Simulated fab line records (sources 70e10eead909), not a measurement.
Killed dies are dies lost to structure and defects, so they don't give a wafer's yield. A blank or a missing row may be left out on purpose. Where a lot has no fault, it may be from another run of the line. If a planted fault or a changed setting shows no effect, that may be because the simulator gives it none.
Which tool is to blame?    flow nand_harc    45 wafers from 15 lots sampled at 4 of the route's 1302 steps

== WHAT THE GAUGES SHOWED, per wafer ==
NHARC_A_SGD_CUT_OVL_MEAS_10. Usual: overlay_x_nm 0.3 nm, standard deviation 0.81; overlay_y_nm -0.1 nm, standard deviation 0.93.
lot   measured      on          overlay_x_nm (nm)  overlay_y_nm (nm)  flag
L608  day 20 11:16  overlay-01  -0.1 -0.4 -0.3     -0.8 -1.0 -0.9     
L607  day 20 14:49  overlay-02  0.9 0.4 0.7        1.1 1.1 0.8        
L609  day 20 14:14  overlay-01  -0.1 0.1 -0.2      1.5 1.2 2.0        
L611  day 20 20:16  overlay-02  0.4 1.0 0.9        -0.2 -0.5 -0.8     
L610  day 21 15:20  overlay-01  0.3 0.5 0.4        0.4 0.6 0.2        
L612  day 21 15:10  overlay-02  0.0 -0.5 0.0       -1.2 -0.9 -0.6     
L616  day 23 10:57  overlay-02  1.9 1.4 1.3        1.4 1.6 1.9        
L615  day 23 11:10  overlay-01  -0.9 -0.7 -0.4     0.5 0.6 0.9        
L626  day 27 10:34  overlay-01  0.2 0.1 -0.2       1.5 1.8 2.3        
L627  day 28 07:14  overlay-01  0.6 0.2 0.1        -0.6 0.4 -0.4      
L628  day 28 18:56  overlay-02  0.3 1.0 0.8        0.0 0.5 0.1        
L629  day 28 21:12  overlay-02  0.5 0.5 0.0        -0.3 -0.5 -0.3     

== WHAT TOOL EACH LOT RAN ON (gives the tool, then ch and the chambers of the sampled wafers, and finally the start) ==
lot   NHARC_A_STAIRCASE_ETCH_444          NHARC_A_STAIRCASE_ETCHBACK_422      NHARC_A_STAIRCASE_CMP_472
L608  rie_diel-01 ch 1,2,3, day 20 03:43  rie_diel-08 ch 1,2, day 20 09:03    cmp-03 ch 1,3, day 20 10:01
L607  rie_diel-04 ch 1,2,3, day 20 07:28  rie_diel-01 ch 0,2,3, day 20 12:17  cmp-03 ch 1,2,3, day 20 13:37
L609  rie_diel-01 ch 0,1,3, day 20 07:31  rie_diel-08 ch 0,1,3, day 20 11:59  cmp-03 ch 0,1,2, day 20 12:55
L611  rie_diel-08 ch 0,2,3, day 20 13:26  rie_diel-01 ch 0,1,2, day 20 18:16  cmp-03 ch 0,3, day 20 19:11
L610  rie_diel-04 ch 0,1, day 21 07:29    rie_diel-04 ch 0,1, day 21 13:13    cmp-03 ch 0,1,3, day 21 14:08
L612  rie_diel-08 ch 0,1, day 21 07:47    rie_diel-08 ch 0,1, day 21 13:02    cmp-01 ch 0,1, day 21 13:58
L616  rie_diel-08 ch 1,2,3, day 23 03:08  rie_diel-01 ch 0,1,3, day 23 08:56  cmp-01 ch 0,2,3, day 23 09:53
L615  rie_diel-01 ch 0,3, day 23 03:44    rie_diel-01 ch 0,1,3, day 23 09:10  cmp-02 ch 0,1, day 23 10:05
L625  rie_diel-04 ch 0,1, day 26 20:18    rie_diel-08 ch 0,1, day 27 02:25    cmp-03 ch 1,2,3, day 27 03:20
L623  rie_diel-01 ch 0,2, day 26 20:40    rie_diel-04 ch 1,2, day 27 04:13    cmp-01 ch 0,1,2, day 27 05:11
L624  rie_diel-01 ch 0,3, day 27 01:20    rie_diel-08 ch 1,2,3, day 27 07:59  cmp-02 ch 0,2,3, day 27 08:59
L626  rie_diel-08 ch 0,2,3, day 27 03:35  rie_diel-04 ch 0,1,3, day 27 08:27  cmp-03 ch 0,2,3, day 27 09:24
L627  rie_diel-08 ch 0,1,2, day 27 23:21  rie_diel-04 ch 1,2,3, day 28 05:05  cmp-01 ch 0,1,3, day 28 06:01
L628  rie_diel-04 ch 1,2,3, day 28 10:26  rie_diel-08 ch 0,1,2, day 28 16:41  cmp-02 ch 0,1,3, day 28 17:44
L629  rie_diel-04 ch 2,3, day 28 13:50    rie_diel-08 ch 0,1,3, day 28 19:04  cmp-02 ch 0,1, day 28 19:59
- NHARC_A_STAIRCASE_ETCH_444: etches the open film in C4F8/O2, target depth 20400 nm, time 6800 s.
- NHARC_A_STAIRCASE_ETCHBACK_422: etches the open film in CH3F/O2, target depth 40 nm, time 74.286 s.
- NHARC_A_STAIRCASE_CMP_472: polishes SiO2.

== WHAT THE TOOLS THEMSELVES READ (means of the sampled wafers that have a number; where no wafer has one, the mark that the record gives instead) ==
NHARC_A_STAIRCASE_ETCH_444. Usual: oes_product_au 0.935 a.u., standard deviation 0.014; rf_vpp_V 804 V, standard deviation 4.7.
lot   tool         oes_product_au (a.u.)  rf_vpp_V (V)  flag
L608  rie_diel-01  0.929                  801           
L607  rie_diel-04  0.928                  806           
L609  rie_diel-01  0.958                  802           
L611  rie_diel-08  0.921                  803           
L610  rie_diel-04  0.933                  806           
L612  rie_diel-08  0.933                  801           
L616  rie_diel-08  0.917                  805           
L615  rie_diel-01  0.927                  801           
L625  rie_diel-04  0.939                  809           
L623  rie_diel-01  0.926                  810           
L624  rie_diel-01  0.934                  802           
L626  rie_diel-08  0.939                  803           
L627  rie_diel-08  0.925                  803           
L628  rie_diel-04  0.939                  804           
L629  rie_diel-04  0.929                  804           

NHARC_A_STAIRCASE_ETCHBACK_422. Usual: drypump_motor_current_A 5.6 A, standard deviation 0.42; oes_product_au 0.95 a.u., standard deviation 0.036; rf_vpp_V 243.4 V, standard deviation 1.4; showerhead_plenum_p_Torr 2.39 Torr, standard deviation 0.085; throttle_valve_pct 20.662 %, standard deviation 0.0095.
lot   tool         drypump_motor_current_A (A)  oes_product_au (a.u.)  rf_vpp_V (V)  showerhead_plenum_p_Torr (Torr)  throttle_valve_pct (%)  flag
L608  rie_diel-08  5.9                          0.91                   244.2         2.42                             20.663                  
L607  rie_diel-01  5.4                          0.94                   242.8         2.33                             20.665                  
L609  rie_diel-08  5.6                          0.93                   243.3         2.39                             20.667                  
L611  rie_diel-01  5.5                          0.93                   242.2         2.33                             20.676                  
L610  rie_diel-04  5.2                          1.01                   245.5         2.52                             20.661                  
L612  rie_diel-08  5.5                          1.01                   242.8         2.35                             20.648                  
L616  rie_diel-01  5.8                          0.93                   242.8         2.35                             20.667                  
L615  rie_diel-01  5.8                          1.01                   243.2         2.35                             20.665                  
L625  rie_diel-08  5.5                          1.00                   242.3         2.33                             20.668                  
L623  rie_diel-04  5.7                          0.93                   242.1         2.36                             20.666                  
L624  rie_diel-08  5.8                          0.97                   244.2         2.40                             20.664                  
L626  rie_diel-04  5.4                          0.92                   244.7         2.47                             20.663                  
L627  rie_diel-04  5.7                          0.94                   243.1         2.40                             20.669                  
L628  rie_diel-08  5.7                          0.93                   243.3         2.36                             20.667                  
L629  rie_diel-08  5.7                          0.92                   241.7         2.36                             20.657                  

NHARC_A_STAIRCASE_CMP_472. Usual: edge_zone_pressure_frac 1.000, standard deviation 0.0049; motor_current_A 12.2 A, standard deviation 1.3.
lot   tool    edge_zone_pressure_frac  motor_current_A (A)  flag
L608  cmp-03  1.006                    11.7                 
L607  cmp-03  0.998                    11.8                 
L609  cmp-03  1.000                    13.2                 
L611  cmp-03  0.999                    14.1                 
L610  cmp-03  0.999                    12.8                 
L612  cmp-01  0.997                    13.3                 
L616  cmp-01  1.000                    11.7                 
L615  cmp-02  1.007                    12.1                 
L625  cmp-03  -                        -                    OFF
L623  cmp-01  -                        -                    OFF
L624  cmp-02  -                        -                    OFF
L626  cmp-03  0.998                    13.1                 
L627  cmp-01  1.006                    12.9                 
L628  cmp-02  0.995                    12.1                 
L629  cmp-02  0.996                    12.7                 

== THE ANSWER, worked out from the rows above alone ==
Rule: take the mean of a lot's wafers that have a number; if it is more than 3 standard deviations from the usual mean, the lot is off. Also off: a lot with no number at a reading for which 4 or more lots have one. Where the step has rows for the other lots, those lots are counted as sound. First the gauges in route order, then the tools' own readings, where a lot's mean is used as printed above. The first step at which some lot is off is used, and at that step the reading that is off furthest; a lot without a number counts as furthest.
Off: L625, L623, L624 (NHARC_A_STAIRCASE_CMP_472, edge_zone_pressure_frac). Without a number there: L625, L623, L624.
A tool fits if, at that step or a process step before it, it ran every lot that is off, and no sound lot after the first of them. Of those tried, none fits.

== WHAT THE SIMULATOR PUT IN ==
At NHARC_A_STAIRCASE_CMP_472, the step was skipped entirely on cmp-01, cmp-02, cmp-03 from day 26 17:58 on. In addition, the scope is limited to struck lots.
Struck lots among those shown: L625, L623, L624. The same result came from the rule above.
